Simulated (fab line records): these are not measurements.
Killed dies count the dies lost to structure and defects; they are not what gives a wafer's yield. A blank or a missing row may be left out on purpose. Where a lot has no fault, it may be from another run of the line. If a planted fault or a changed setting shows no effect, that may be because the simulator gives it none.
Which of the tools did it? | flow nandHarc | at 1 step of a route of 1159, 24 lots with 72 wafers sampled

== WHAT EACH GAUGE READ, for each wafer ==
NHARC_A_SLIT_CD_MEAS_09: target cd 300 nm. Usual: 300.2 nm for cdNm, sd 0.68.
lot  | measured     | on       | cdNm (nm)         | flag
L074 | day 14 08:41 | cdSem-01 | 299.7 300.8 301.1 | 
L075 | day 14 17:45 | cdSem-01 | 299.6 300.2 301.3 | 
L076 | day 14 17:53 | cdSem-03 | 300.6 299.5 300.0 | 
L078 | day 14 18:03 | cdSem-02 | 300.5 300.6 300.6 | 
L079 | day 15 05:41 | cdSem-03 | 300.0 298.2 300.9 | 
L077 | day 15 06:32 | cdSem-03 | 300.0 301.0 300.1 | 
L080 | day 16 12:41 | cdSem-02 | 299.8 299.2 300.3 | 
L082 | day 16 12:50 | cdSem-03 | 300.5 299.0 301.2 | 
L081 | day 16 13:32 | cdSem-03 | 300.1 299.9 299.0 | 
L085 | day 17 00:36 | cdSem-01 | 300.0 300.7 301.4 | 
L084 | day 17 01:18 | cdSem-02 | 299.6 300.3 299.5 | 
L083 | day 17 02:42 | cdSem-02 | 300.7 301.0 300.4 | 
L086 | day 17 08:23 | cdSem-01 | 299.9 300.5 299.6 | 
L087 | day 17 08:32 | cdSem-03 | 299.2 300.3 299.1 | 
L090 | day 17 13:46 | cdSem-03 | 299.8 299.9 299.7 | 
L088 | day 17 14:01 | cdSem-01 | 300.8 301.4 301.0 | 
L089 | day 18 11:31 | cdSem-03 | 301.2 301.5 300.9 | 
L094 | day 18 16:28 | cdSem-01 | 300.1 300.0 299.3 | 
L091 | day 18 16:37 | cdSem-01 | 299.1 299.7 299.9 | 
L092 | day 18 16:46 | cdSem-02 | 300.5 300.0 299.7 | 
L093 | day 19 14:26 | cdSem-03 | 299.6 299.5 299.9 | 
L095 | day 20 07:26 | cdSem-03 | 300.0 300.6 300.6 | 
L096 | day 20 08:19 | cdSem-01 | 300.7 300.4 299.0 | 
L097 | day 20 09:05 | cdSem-02 | 300.1 299.8 300.1 | 

== TOOL THAT RAN EACH LOT (tool first, then ch and the chambers of the sampled wafers, then the start) ==
Before these readings, the record contains no process step.

== WHAT THE TOOLS THEMSELVES READ (means of the sampled wafers that have a number; where no wafer has one, the mark that the record gives instead) ==
The record holds no such reading with a usual standard deviation.

== THE ANSWER, worked out from the rows above alone ==
Rule: a lot counts as off when the mean over its wafers that have a number is more than 3 standard deviations away from the usual mean. A lot without any number at a reading at which 4 lots or more have one is off too. All remaining lots with rows at the step are treated as sound. First the gauges in route order, then the tools' own readings, where a lot's mean is used as printed above. At the first step where some lot is off, the reading lying furthest off is the one used; lots without a number count as furthest.
No lot is off at any reading shown: from this, nothing can be told.

== WHAT THE SIMULATOR HAD PUT IN ==
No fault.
